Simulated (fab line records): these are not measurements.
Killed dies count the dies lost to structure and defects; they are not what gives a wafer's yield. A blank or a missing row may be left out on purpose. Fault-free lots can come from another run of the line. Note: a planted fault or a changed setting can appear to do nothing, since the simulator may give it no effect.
Which tool is to blame? | flow nand_harc | Sampling: 13 lots, 39 wafers, 5 of 1302 route steps

== WHAT THE GAUGES READ, wafer by wafer ==
NHARC_END_SORT_01.
lot  | measured     | on        | defect_limited_yield (%) | killed_at_array | killed_at_other | killed_at_periphery | killed_dies | killed_open | killed_short
L432 | day 25 16:57 | prober-01 | 90.0 90.8 90.7           | 60 54 54        | 2 3 1           | 6 5 8               | 68 62 63    | 3 7 3       | 1 1 2
L433 | day 26 08:28 | prober-01 | 0 0 0                    | 50 43 58        | 625 633 618     | 2 1 1               | 677 677 677 | 1 0 4       | 3 0 1
L435 | day 26 12:20 | prober-02 | 0 0 0                    | 61 67 51        | 615 609 625     | 1 1 1               | 677 677 677 | 2 5 1       | 2 0 4
L444 | day 31 09:17 | prober-02 | 91.9 91.7 91.9           | 50 52 48        | 1 1 4           | 4 3 3               | 55 56 55    | 2 6 4       | 2 6 1
L445 | day 31 20:10 | prober-01 | 92.0 92.5 91.3           | 50 46 53        | 0 1 0           | 4 4 6               | 54 51 59    | 4 3 5       | 5 2 2
L450 | day 33 03:58 | prober-01 | 85.5                     | 93              | 4               | 1                   | 98          | 3           | 5
L453 | day 34 07:28 | prober-02 | 94.2                     | 39              | 0               | 0                   | 39          | 4           | 6

== WHAT TOOL EACH LOT RAN ON (gives the tool, then ch and the chambers of the sampled wafers, and finally the start) ==
lot  | NHARC_THIN_TSV_DEP_47           | NHARC_THIN_TSV_ETCHBACK_48         | NHARC_THIN_TSV_ANNEAL_52         | NHARC_THIN_TSV_PRE_CLEAN_54
L431 | pecvd-01 ch 1,2, day 23 20:14   | rie_diel-12 ch 1,2, day 23 20:43   | rtp_anneal-02 ch 0, day 23 22:28 | pvd_sputter-03, day 23 23:18
L432 | pecvd-04 ch 0,1, day 25 03:40   | rie_diel-02 ch 1,3, day 25 04:01   | rtp_anneal-02 ch 0, day 25 05:42 | pvd_sputter-03, day 25 06:35
L433 | pecvd-04 ch 0,1,2, day 25 15:57 | rie_diel-04 ch 0,1,3, day 25 16:25 | rtp_anneal-01 ch 0, day 25 18:07 | pvd_sputter-03, day 25 18:56
L435 | pecvd-04 ch 1,2, day 25 22:56   | rie_diel-12 ch 0,3, day 25 23:20   | rtp_anneal-02 ch 0, day 26 01:11 | pvd_sputter-01, day 26 02:05
L440 | pecvd-04 ch 1,2, day 29 14:00   | rie_diel-12 ch 0,1,2, day 29 14:19 | rtp_anneal-02 ch 0, day 29 16:02 | pvd_sputter-02, day 29 16:56
L443 | pecvd-04 ch 0,1,2, day 29 15:07 | rie_diel-02 ch 0,1,3, day 29 15:31 | rtp_anneal-02 ch 0, day 29 17:17 | pvd_sputter-01, day 29 18:07
L442 | pecvd-01 ch 1,2, day 29 16:32   | rie_diel-12 ch 0,2,3, day 29 17:07 | rtp_anneal-02 ch 0, day 29 18:46 | pvd_sputter-02, day 29 19:38
L447 | pecvd-04 ch 0,2, day 30 04:41   | rie_diel-04 ch 0,1, day 30 05:06   | rtp_anneal-01 ch 0, day 30 07:21 | pvd_sputter-01, day 30 08:12
L444 | pecvd-02 ch 0,1,2, day 30 17:13 | rie_diel-12 ch 0,2,3, day 30 17:34 | rtp_anneal-02 ch 0, day 30 19:19 | pvd_sputter-03, day 30 20:11
L445 | pecvd-01 ch 1,2, day 31 05:23   | rie_diel-02 ch 0,1,3, day 31 05:47 | rtp_anneal-02 ch 0, day 31 07:37 | pvd_sputter-03, day 31 08:23
L449 | pecvd-04 ch 0,1,2, day 32 04:46 | rie_diel-12 ch 2,3, day 32 05:02   | rtp_anneal-01 ch 0, day 32 06:55 | pvd_sputter-03, day 32 07:38
L450 | pecvd-02 ch 0,1, day 32 13:20   | rie_diel-12 ch 0,1,2, day 32 13:41 | rtp_anneal-02 ch 0, day 32 15:26 | pvd_sputter-03, day 32 16:17
L453 | pecvd-04 ch 0,1, day 33 17:27   | rie_diel-12 ch 0,1, day 33 17:48   | rtp_anneal-01 ch 0, day 33 19:34 | pvd_sputter-01, day 33 20:25
- NHARC_THIN_TSV_DEP_47: deposits SiO2, target thk 200 nm.
- NHARC_THIN_TSV_ETCHBACK_48: etches the open film in C4F8/Ar, target depth 1028.5 nm, time 405.17 s.
- NHARC_THIN_TSV_ANNEAL_52: time 90 s.
- NHARC_THIN_TSV_PRE_CLEAN_54: time 30 s.

== WHAT THE TOOLS THEMSELVES READ (means of the sampled wafers that have a number; where no wafer has one, the mark that the record gives instead) ==
NHARC_THIN_TSV_DEP_47.
lot  | tool     | chamber_pressure_Torr (Torr) | throttle_valve_pct (%)
L431 | pecvd-01 | 6.509                        | 15.7
L432 | pecvd-04 | 6.500                        | 16.0
L433 | pecvd-04 | 6.506                        | 16.0
L435 | pecvd-04 | 6.491                        | 16.4
L440 | pecvd-04 | 6.500                        | 16.3
L443 | pecvd-04 | 6.494                        | 16.2
L442 | pecvd-01 | 6.497                        | 15.6
L447 | pecvd-04 | 6.478                        | 16.0
L444 | pecvd-02 | 6.493                        | 16.8
L445 | pecvd-01 | 6.493                        | 15.4
L449 | pecvd-04 | 6.502                        | 16.4
L450 | pecvd-02 | 6.503                        | 16.5
L453 | pecvd-04 | 6.495                        | 16.0

NHARC_THIN_TSV_ETCHBACK_48.
lot  | tool        | bias_w (W) | chamber_pressure_mTorr (mTorr) | oes_product_au (a.u.) | rf_vpp_V (V)
L431 | rie_diel-12 | 300.4      | 25.012                         | 0.966                 | 547
L432 | rie_diel-02 | 299.6      | 24.997                         | 1.000                 | 548
L433 | rie_diel-04 | -          | -                              | -                     | -
L435 | rie_diel-12 | -          | -                              | -                     | -
L440 | rie_diel-12 | 299.6      | 25.011                         | 0.920                 | 547
L443 | rie_diel-02 | 299.6      | 25.027                         | 0.944                 | 549
L442 | rie_diel-12 | 300.4      | 25.005                         | 0.923                 | 548
L447 | rie_diel-04 | 299.7      | 24.987                         | 0.926                 | 549
L444 | rie_diel-12 | 300.1      | 24.990                         | 0.962                 | 546
L445 | rie_diel-02 | 300.1      | 25.008                         | 0.923                 | 549
L449 | rie_diel-12 | 299.9      | 24.997                         | 0.922                 | 545
L450 | rie_diel-12 | 299.3      | 24.987                         | 0.929                 | 548
L453 | rie_diel-12 | 301.5      | 25.002                         | 0.929                 | 549

NHARC_THIN_TSV_ANNEAL_52.
lot  | tool          | wafer_temp_C_max
L431 | rtp_anneal-02 | 226.38
L432 | rtp_anneal-02 | 226.26
L433 | rtp_anneal-01 | 225.86
L435 | rtp_anneal-02 | 226.18
L440 | rtp_anneal-02 | 226.15
L443 | rtp_anneal-02 | 226.18
L442 | rtp_anneal-02 | 225.97
L447 | rtp_anneal-01 | 226.27
L444 | rtp_anneal-02 | 225.98
L445 | rtp_anneal-02 | 226.46
L449 | rtp_anneal-01 | 226.00
L450 | rtp_anneal-02 | 226.02
L453 | rtp_anneal-01 | 226.16

NHARC_THIN_TSV_PRE_CLEAN_54.
lot  | tool           | heater_power_w (W)
L431 | pvd_sputter-03 | 447
L432 | pvd_sputter-03 | 451
L433 | pvd_sputter-03 | 416
L435 | pvd_sputter-01 | 452
L440 | pvd_sputter-02 | 426
L443 | pvd_sputter-01 | 401
L442 | pvd_sputter-02 | 391
L447 | pvd_sputter-01 | 449
L444 | pvd_sputter-03 | 455
L445 | pvd_sputter-03 | 461
L449 | pvd_sputter-03 | 447
L450 | pvd_sputter-03 | 435
L453 | pvd_sputter-01 | 413

== THE ANSWER, worked out from the rows above alone ==
Rule: what is usual is taken from the lots themselves. Put in order of their means at a reading, lots are off if they are a third of the lots or fewer, leave a main group of 4 or more, and stand apart from it by a gap of 3 or more times the standard deviation of the main group's means; of several such gaps the widest counts. A main group whose means are all the same, to the digits that the tables above print for the reading, isn't used. A lot without any number at a reading at which 4 lots or more have one is off too. All remaining lots with rows at the step are treated as sound. Order of review: gauges by route order, followed by the tools' own readings, for which a lot's mean as printed above is used. At the first step where some lot is off, the reading lying furthest off is the one used; lots without a number count as furthest.
Off: L433, L435 (NHARC_END_SORT_01, killed_at_other). The main group: mean 1.7, standard deviation 1.4. Neither off nor sound, because the step has no rows for them: L431, L440, L443, L442, L447, L449.
If a tool, at a process step before that reading, ran all the lots that are off and no sound lot after the first of them, it fits. Not tried: the gauges at NHARC_END_SORT_01; whatever is off there is also off at NHARC_THIN_TSV_ETCHBACK_48, on other tools, and gauge error can't account for it. Of those tried, none fits.

== WHAT HAD BEEN PUT IN BY THE SIMULATOR ==
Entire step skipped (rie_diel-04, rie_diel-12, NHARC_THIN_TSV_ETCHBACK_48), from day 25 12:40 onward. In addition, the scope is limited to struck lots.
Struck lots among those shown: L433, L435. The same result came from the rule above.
